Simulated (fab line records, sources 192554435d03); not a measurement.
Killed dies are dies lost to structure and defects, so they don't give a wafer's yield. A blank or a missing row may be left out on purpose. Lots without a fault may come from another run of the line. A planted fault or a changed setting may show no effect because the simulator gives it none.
Chamber matching | flow n5_finfet | N5_FIN_CUT_ETCH_20 on rie_diel-04: 4 sister chambers
The step etches SiARC in CF4, target depth 26 nm, time 43.3 s. 8 wafers are shown with their chamber, then 9 later ones without.

WAFERS WITH THEIR CHAMBER
wafer  | chamber | drypump_motor_current_A (A) | throttle_valve_pct (%)
L078.1 | 2       | 5.5                         | 15.43
L085.1 | 1       | 5.7                         | 15.51
L085.3 | 2       | 5.5                         | 15.46
L088.5 | 0       | 5.8                         | 15.89
L089.3 | 1       | 5.7                         | 15.50
L091.3 | 0       | 5.8                         | 15.90
L091.4 | 3       | 5.8                         | 16.07
L091.5 | 3       | 5.9                         | 16.06

WAFERS WITHOUT THEIR CHAMBER
wafer  | drypump_motor_current_A (A) | throttle_valve_pct (%)
L093.3 | 5.5                         | 15.47
L093.5 | 5.9                         | 16.07
L093.6 | 5.5                         | 15.49
L095.1 | 5.5                         | 15.49
L095.2 | 5.8                         | 15.90
L095.3 | 5.9                         | 16.08
L095.4 | 5.8                         | 15.53
L095.5 | 5.5                         | 15.48
L095.6 | 5.7                         | 15.53

WHICH CHAMBER EACH WENT THROUGH
wafer  | from the rows above | in truth
L093.3 | 2                   | 2
L093.5 | 3                   | 3
L093.6 | 2                   | 2
L095.1 | 2                   | 2
L095.2 | 0                   | 0
L095.3 | 3                   | 3
L095.4 | 1                   | 1
L095.5 | 2                   | 2
L095.6 | 1                   | 1
Placed correctly: 9 of 9. Can't be placed from these rows: 0. Placed wrongly: 0.
How it was worked out, from the rows above alone: a wafer's distance from a chamber is the root of the sum, over the readings, of the square of ((its reading less the chamber's mean) divided by the reading's scatter). The wafer belongs to the nearest chamber; if the next one is less than 2 further off, it can't be placed. A chamber's mean is the mean of its shown wafers. The scatter: the root of (the sum of the squares of (reading less its chamber's mean) over the shown wafers, divided by (wafers less chambers)).
